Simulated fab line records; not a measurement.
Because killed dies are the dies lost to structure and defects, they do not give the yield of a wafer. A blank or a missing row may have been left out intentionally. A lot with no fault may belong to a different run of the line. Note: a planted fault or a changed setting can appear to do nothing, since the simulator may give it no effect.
Split-lot trial ; flow n5-finfet ; 7 lots, 21 wafers read, on a route of 1938 steps

== ABOUT THE SPLIT ==
At N5_BEOL_M13_COAT_22 (resist thk 300 nm), the setting spin-rpm was moved away from the recipe's 2888 rpm on 4 of the 21 wafers read, by -10.0% to -8.1%. All remaining wafers had this setting at the recipe value.

== FROM THE SPLIT TO THE READING: what the file shows between them, 3 steps ==
- N5_BEOL_M13_EBR_24
- N5_BEOL_M13_SOFTBAKE_23: time 60 s
- N5_BEOL_M13_DESCUM_33: chemistry O2, time 7.9 s

== THE READING ==
coat_of_BEOL_M13_COAT_22.thk-nm (the simulator's own value, which no gauge read), in nm, at N5_BEOL_M13_ETCH_67 (etches SiARC in CF4, target depth 143 nm, time 238.3 s). The file does not state a usual value for it. Here, 17 wafers ran the recipe; their average is 210.6 nm with a standard deviation of 1.7 nm.

wafer;tool, chamber at the split;spin-rpm as run, rpm;against the recipe;coat_of_BEOL_M13_COAT_22.thk-nm, nm;against lot-mates on the recipe
L074.2;litho-track-02, 0;2888;recipe;211.4;-
L074.4;litho-track-02, 0;2888;recipe;211.8;-
L074.6;litho-track-02, 0;2888;recipe;212.2;-
L075.2;litho-track-05, 0;2888;recipe;210.8;-
L075.5;litho-track-05, 0;2888;recipe;213;-
L075.6;litho-track-05, 0;2888;recipe;212.8;-
L080.1;litho-track-02, 0;2598;-10.0%;225.2;+13.4
L080.4;litho-track-02, 0;2888;recipe;211.8;-
L080.5;litho-track-02, 0;2598;-10.0%;226.8;+15.0
L086.2;litho-track-02, 0;2888;recipe;207.6;-
L086.4;litho-track-02, 0;2888;recipe;206.2;-
L086.5;litho-track-02, 0;2888;recipe;210.6;-
L087.1;litho-track-03, 0;2888;recipe;210.6;-
L087.2;litho-track-03, 0;2608;-9.7%;227.2;+16.6
L087.6;litho-track-03, 0;2888;recipe;210.6;-
L095.1;litho-track-05, 0;2888;recipe;210.6;-
L095.2;litho-track-05, 0;2655;-8.1%;221.8;+12.1
L095.4;litho-track-05, 0;2888;recipe;208.8;-
L096.1;litho-track-02, 0;2888;recipe;211;-
L096.2;litho-track-02, 0;2888;recipe;211;-
L096.4;litho-track-02, 0;2888;recipe;210.2;-

THE FIT
A straight line over all 21 wafers: coat_of_BEOL_M13_COAT_22.thk-nm changes by -1.55 nm for each +1% of spin-rpm; r = -0.96; the points scatter about the line by 1.7 nm.
The same after taking each lot's own level away (the mean of its wafers on the recipe; 21 wafers): -1.51 nm for each +1%; r = -0.98; scatter 1.1 nm.
The reading moves by 15 nm for the largest change in spin-rpm, on that fit.
The span of the lots' own levels, 208.13 to 212.20 nm, comes to 2.4 times the standard deviation stated above.
The two slopes are in agreement: the lot-to-lot level therefore moves the slope only a little.
Check: for one of the wafers moved furthest among these (-10.0%), held out of the fit, the line's prediction against its lot-mates is +15.8 nm. It came out at +13.4 nm against them.

== THE WHOLE CHAIN: every reading that the file lists as answering this split, in the file's order ==
step;what it does;reading;change (the file's fit);r (the file's)
N5_BEOL_M13_COAT_22;resist thk 300 nm;coat_of_BEOL_M13_COAT_22.thk-nm (the simulator's own value, which no gauge read);-1.61 nm for each +1% of the setting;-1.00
N5_BEOL_M13_ETCH_67;etches SiARC in CF4, target depth 143 nm, time 238.3 s;coat_of_BEOL_M13_COAT_22.thk-nm (the simulator's own value, which no gauge read);-1.54 nm for each +1% of the setting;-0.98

== THE FILE'S OWN FIT ==
coat_of_BEOL_M13_COAT_22.thk-nm changes by -1.54 nm for each +1% of spin-rpm, r = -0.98.
